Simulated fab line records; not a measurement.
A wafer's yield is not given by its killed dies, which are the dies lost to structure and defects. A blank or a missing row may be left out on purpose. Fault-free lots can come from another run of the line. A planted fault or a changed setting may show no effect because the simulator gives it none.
Split-lot experiment ; flow n5Finfet ; 39 wafers read from 7 lots, route of 1938 steps

THE SPLIT
At N5_SD_EPI_N_DESCUM_14 (chemistry O2, time 7.9 s), the setting timeS was moved away from the recipe's 7.9 s on 15 of the 39 wafers read, by -52.9% to +51.8%. This setting was run at the recipe's value on the other wafers.

Reading taken at the split's own step.

THE READING
CAR-ArF-block_of_SD_EPI_N_COAT_03.thkNm (the simulator's own value, which no gauge read), in nm, at N5_SD_EPI_N_DESCUM_14 (chemistry O2, time 7.9 s). The file does not state a usual value for it. Here, 24 wafers ran the recipe; their average is 143.3 nm with a standard deviation of 0.27 nm.

wafer;tool, chamber at the split;timeS as run, s;against the recipe;CAR-ArF-block_of_SD_EPI_N_COAT_03.thkNm, nm;against lot-mates on the recipe
L074.1;rieDiel-02, 3;7.9;recipe;143.8;-
L074.2;rieDiel-02, 1;7.9;recipe;143.4;-
L074.3;rieDiel-02, 0;7.9;recipe;143;-
L074.4;rieDiel-02, 2;3.724;-52.9%;145.8;+2.4
L074.5;rieDiel-02, 1;3.724;-52.9%;146;+2.6
L074.6;rieDiel-02, 2;3.724;-52.9%;146.4;+3.0
L078.1;rieDiel-02, 0;4.66;-41.0%;145.2;+2.1
L078.2;rieDiel-02, 2;4.66;-41.0%;145;+1.9
L078.3;rieDiel-02, 3;7.9;recipe;143;-
L078.4;rieDiel-02, 1;4.66;-41.0%;144.8;+1.7
L078.5;rieDiel-02, 0,3;7.9;recipe;143.2;-
L078.6;rieDiel-02, 0,3;7.9;recipe;143.2;-
L080.1;rieDiel-05, 1;7.9;recipe;143.4;-
L080.2;rieDiel-05, 2,0;7.9;recipe;143.2;-
L080.4;rieDiel-05, 2,0;7.9;recipe;143.2;-
L080.3;rieDiel-05, 3,1;5.159;-34.7%;145;+1.7
L080.6;rieDiel-05, 3,1;5.159;-34.7%;145;+1.7
L080.5;rieDiel-05, 2;5.159;-34.7%;144.8;+1.5
L088.1;rieDiel-04, 3,0;7.9;recipe;143.8;-
L088.5;rieDiel-04, 3,0;7.9;recipe;143.8;-
L088.3;rieDiel-04, 1;7.9;recipe;143.6;-
L089.1;rieDiel-04, 1,2,3;7.9;recipe;143.6;-
L089.2;rieDiel-04, 1,2,3;7.9;recipe;143.6;-
L089.4;rieDiel-04, 1,2,3;7.9;recipe;143.6;-
L089.3;rieDiel-04, 0,2,1;4.214;-46.7%;146;+2.4
L089.5;rieDiel-04, 0,2,1;4.214;-46.7%;146;+2.4
L089.6;rieDiel-04, 0,2,1;4.214;-46.7%;146;+2.4
L094.1;rieDiel-05, 3,0;7.9;recipe;143.2;-
L094.3;rieDiel-05, 3,0;7.9;recipe;143.2;-
L094.2;rieDiel-05, 2;7.9;recipe;143;-
L094.4;rieDiel-05, 2,0;11.99;+51.8%;140.8;-2.3
L094.5;rieDiel-05, 2,0;11.99;+51.8%;140.8;-2.3
L094.6;rieDiel-05, 3;11.99;+51.8%;140.2;-2.9
L097.1;rieDiel-04, 1,0;7.9;recipe;143.4;-
L097.4;rieDiel-04, 1,0;7.9;recipe;143.4;-
L097.2;rieDiel-04, 3;7.9;recipe;143.6;-
L097.3;rieDiel-04, 2,3;7.9;recipe;143;-
L097.6;rieDiel-04, 2,3;7.9;recipe;143;-
L097.5;rieDiel-04, 0;7.9;recipe;143.2;-
The file does not say which wafer passed through which chamber wherever a row lists several chambers: such a row stands for several wafers.

THE FIT
A straight line over all 39 wafers: CAR-ArF-block_of_SD_EPI_N_COAT_03.thkNm changes by -0.0509 nm for each +1% of timeS; r = -0.98; the points scatter about the line by 0.29 nm.
The same after taking each lot's own level away (the mean of its wafers on the recipe; 39 wafers): -0.0492 nm for each +1%; r = -0.99; scatter 0.19 nm.
On that fit, the largest move of timeS shifts the reading by 2.6 nm.
Measured against the standard deviation above, the lots' own levels, which go from 143.13 to 143.73 nm, span 2.3 times it.
So the lot-to-lot level changes the slope little: the two slopes agree.
Check: for one of the wafers moved furthest among these (-52.9%), held out of the fit, the line's prediction against its lot-mates is +2.62 nm. It came out at +2.4 nm against them.

FURTHER SPLITS ON THESE WAFERS
Other splits were also applied to these wafers ahead of the reading. Each is held against what the fit with the lots' levels taken away leaves over:
other split on the same wafers;wafers away from the commonest value;r with CAR-ArF-block_of_SD_EPI_N_COAT_03.thkNm (lot level and that fit taken away)
N5_FIN_SAQP_PECVD_47 timeS;12;+0.19

THE FILE'S OWN FIT
CAR-ArF-block_of_SD_EPI_N_COAT_03.thkNm changes by -0.0492 nm for each +1% of timeS, r = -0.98.
